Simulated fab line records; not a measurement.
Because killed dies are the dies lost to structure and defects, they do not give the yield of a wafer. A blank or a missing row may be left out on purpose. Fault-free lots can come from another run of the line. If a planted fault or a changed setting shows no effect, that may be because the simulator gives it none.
Problem report in the 8D (eight disciplines) form, filled by code / flow n5 finfet / the parts of the form that need people (team, actions taken, sign-off) are left out

## 1. THE PROBLEM
killed at contacts at N5_PASSIVATION_PROBE_49 reads a mean of 1045 on 3 wafers of 3 lots; wafers without a fault read 13 with a standard deviation of 5.7. That is +99 or more standard deviations from the usual mean.
First observed at day 16 13:14: wafer L317.2, on prober-01. At this step, 8 wafers from 4 lots have a number in the record. By rule, "out" or "out of limits" means more than 4 standard deviations away from the usual mean. All remaining wafers that have a number are taken as sound.

## 2. WHAT IT IS, AND WHAT IT ISN'T
question=which readings at this step | is=killed at contacts, defect limited yield, killed dies, killed on rim, sort n pass, sort yield pct | is not=killed_at_M0_to_M3, killed_at_M4_up, killed at front end, killed at other, killed open, killed short, sort_bin_4_leakage, sort_bin_5_function, sort_bin_6_memory, sort_bin_8_speed
question=which lots | is=L317, L319, L320 | is not=L310
question=which wafers of those lots | is=L317.2, L319.2, L320.2 | is not=L317.5, L319.5, L320.5
question=read on which tools | is=prober-01, prober-02 | is not=-
question=when | is=from day 16 13:14 | is not=up to then (2 sound wafers); but 3 sound wafers of L317, L319, L320 came after

## 3. SUSPECTS, AND WHAT RULES EACH OUT
Counting: if a tool at a process step up to the reading ran every lot that is out, it stays a suspect. Sound lots after the first of them don't rule it out here, since some wafers of a struck lot are sound.
- ald sin-01 at N5_MOL_CONTACT_COAG_ALD_131 (deposits SiO2, target thk 5 nm, pulse time 1 s, co reactant pulse time 1 s): kept. It ran every lot that is out, first L317 (day 9 14:00).
The count leaves ald sin-01 at N5_MOL_CONTACT_COAG_ALD_131.

## 4. THE CAUSE (what the simulator had put in)
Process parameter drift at N5_MOL_CONTACT_COAG_ALD_131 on ald sin-01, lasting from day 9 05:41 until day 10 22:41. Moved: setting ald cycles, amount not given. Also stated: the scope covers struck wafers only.
Counting left only this tool.

## 5. THE CHAIN OF EFFECTS, in route order
Rows list readings where the struck wafers' mean (over those with a number) sits beyond 3 standard deviations from the usual. Only readings for which the record gives a usual standard deviation are gone through. hours: the time from each lot's start at the first step in this table that gives one to its start at this step, as a median over the lots. sigmas: the change in usual standard deviations.
hours=0; step=N5_PASSIVATION_PROBE_49; reading=defect limited yield; usual=91.3 %; on struck wafers=3.2; change=-88.1; sigmas=-63
hours=0; step=N5_PASSIVATION_PROBE_49; reading=killed at contacts; usual=13; on struck wafers=1045; change=+1032; sigmas=+99 or more
hours=0; step=N5_PASSIVATION_PROBE_49; reading=killed dies; usual=103; on struck wafers=1142; change=+1039; sigmas=+61
hours=0; step=N5_PASSIVATION_PROBE_49; reading=killed on rim; usual=14; on struck wafers=147; change=+133; sigmas=+33
hours=0; step=N5_PASSIVATION_PROBE_49; reading=sort n pass; usual=1076; on struck wafers=38; change=-1038; sigmas=-61
hours=0; step=N5_PASSIVATION_PROBE_49; reading=sort yield pct; usual=91.2 %; on struck wafers=3.2; change=-88.0; sigmas=-63
The process steps in it:
- N5_PASSIVATION_PROBE_49

## 6. HOW IT WOULD HAVE BEEN CAUGHT EARLIER
176 hours passed between the start of the fault at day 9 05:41 and the first reading out of limits in this record, taken at day 16 13:14.
Of the tool readings at N5_MOL_CONTACT_COAG_ALD_131 for which the record gives a usual standard deviation, none was out on any struck wafer, so an alarm limit of 4 standard deviations on them would not have fired.
Lots out: 3; all had begun N5_MOL_CONTACT_COAG_ALD_131 on ald sin-01 by day 16 13:14. A hold on the tool at that time would have spared none of them.
